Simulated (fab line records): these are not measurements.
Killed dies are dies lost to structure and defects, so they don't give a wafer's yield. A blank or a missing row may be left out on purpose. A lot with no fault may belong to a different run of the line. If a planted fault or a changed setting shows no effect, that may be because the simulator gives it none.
Chamber matching || flow nand_harc || NHARC_A_STAIRCASE_CMP_472 on cmp-02 has 4 sister chambers
The step polishes SiO2. 4 wafers are shown with their chamber, then 7 later ones without.

## WAFERS WITH THEIR CHAMBER
{"wafer": "L789.2", "chamber": 2, "motor_current_A (A)": 12.7}
{"wafer": "L789.3", "chamber": 1, "motor_current_A (A)": 10.7}
{"wafer": "L792.1", "chamber": 3, "motor_current_A (A)": 13.6}
{"wafer": "L792.2", "chamber": 0, "motor_current_A (A)": 12.9}

## WAFERS MISSING THEIR CHAMBER
{"wafer": "L792.4", "motor_current_A (A)": 12.6}
{"wafer": "L802.1", "motor_current_A (A)": 12.1}
{"wafer": "L802.5", "motor_current_A (A)": 12.9}
{"wafer": "L802.6", "motor_current_A (A)": 12.5}
{"wafer": "L801.1", "motor_current_A (A)": 11.1}
{"wafer": "L801.4", "motor_current_A (A)": 12.5}
{"wafer": "L801.6", "motor_current_A (A)": 11.3}

## THE CHAMBER EACH PASSED THROUGH
{"wafer": "L792.4", "from the rows above": "can't be placed: 2 or 0", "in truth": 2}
{"wafer": "L802.1", "from the rows above": "can't be placed: 2 or 0", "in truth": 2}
{"wafer": "L802.5", "from the rows above": "can't be placed: 0 or 2 or 3", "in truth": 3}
{"wafer": "L802.6", "from the rows above": "can't be placed: 2 or 0", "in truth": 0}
{"wafer": "L801.1", "from the rows above": 1, "in truth": 1}
{"wafer": "L801.4", "from the rows above": "can't be placed: 2 or 0", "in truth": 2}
{"wafer": "L801.6", "from the rows above": 1, "in truth": 1}
2 of 7 placed correctly. Unplaceable from these rows: 5, with the true chamber sitting among the candidates in 5. Placed wrongly: 0.
How it was worked out, from the rows above alone: a wafer's distance from a chamber is the root of the sum, over the readings, of the square of ((its reading less the chamber's mean) divided by the reading's scatter). The wafer belongs to the nearest chamber; if the next one is less than 2 further off, it can't be placed. A chamber's mean is the mean of its shown wafers. The scatter: root of mean squared gap, hidden wafer to nearest shown wafer, with one shown wafer a chamber.
